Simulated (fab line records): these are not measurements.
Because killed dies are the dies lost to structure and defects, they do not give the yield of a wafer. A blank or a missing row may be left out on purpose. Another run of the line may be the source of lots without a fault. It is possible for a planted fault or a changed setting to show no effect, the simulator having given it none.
Chamber matching | flow n5 finfet | N5_SD_EPI_P_ETCH_16 on rie diel-03: 4 sister chambers
The step etches SiO2 in CHF3/O2, target depth 5 nm. 4 wafers are shown with their chamber, then 12 later ones without.

WAFERS, EACH WITH ITS CHAMBER
wafer  | chamber | showerhead plenum p Torr (Torr)
L086.5 | 3       | 2.47
L088.1 | 1       | 2.47
L088.2 | 0       | 2.32
L088.4 | 2       | 2.40

WAFERS MISSING THEIR CHAMBER
wafer  | showerhead plenum p Torr (Torr)
L089.3 | 2.47
L089.4 | 2.32
L089.6 | 2.47
L093.3 | 2.39
L093.4 | 2.31
L093.6 | 2.39
L095.3 | 2.46
L095.5 | 2.47
L095.6 | 2.31
L097.4 | 2.31
L097.5 | 2.39
L097.6 | 2.46

WHICH CHAMBER EACH ONE RAN IN
wafer  | from the rows above     | in truth
L089.3 | can't be placed: 1 or 3 | 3
L089.4 | 0                       | 0
L089.6 | can't be placed: 1 or 3 | 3
L093.3 | 2                       | 2
L093.4 | 0                       | 0
L093.6 | 2                       | 2
L095.3 | can't be placed: 1 or 3 | 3
L095.5 | can't be placed: 1 or 3 | 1
L095.6 | 0                       | 0
L097.4 | 0                       | 0
L097.5 | 2                       | 2
L097.6 | can't be placed: 1 or 3 | 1
Correct placement for 7 of the 12. Not placeable from these rows: 5 (in 5, the candidates include the true chamber). Number placed wrongly: 0.
How it was worked out, from the rows above alone: a wafer's distance from a chamber is the root of the sum, over the readings, of the square of ((its reading less the chamber's mean) divided by the reading's scatter). If the next closest chamber is less than 2 further off than the closest, the wafer can't be placed; otherwise it belongs to the closest. Each chamber's mean is taken over the wafers shown for it. The scatter: with one shown wafer a chamber, the root of the mean of the squares of how far each hidden wafer lies from its nearest shown one.
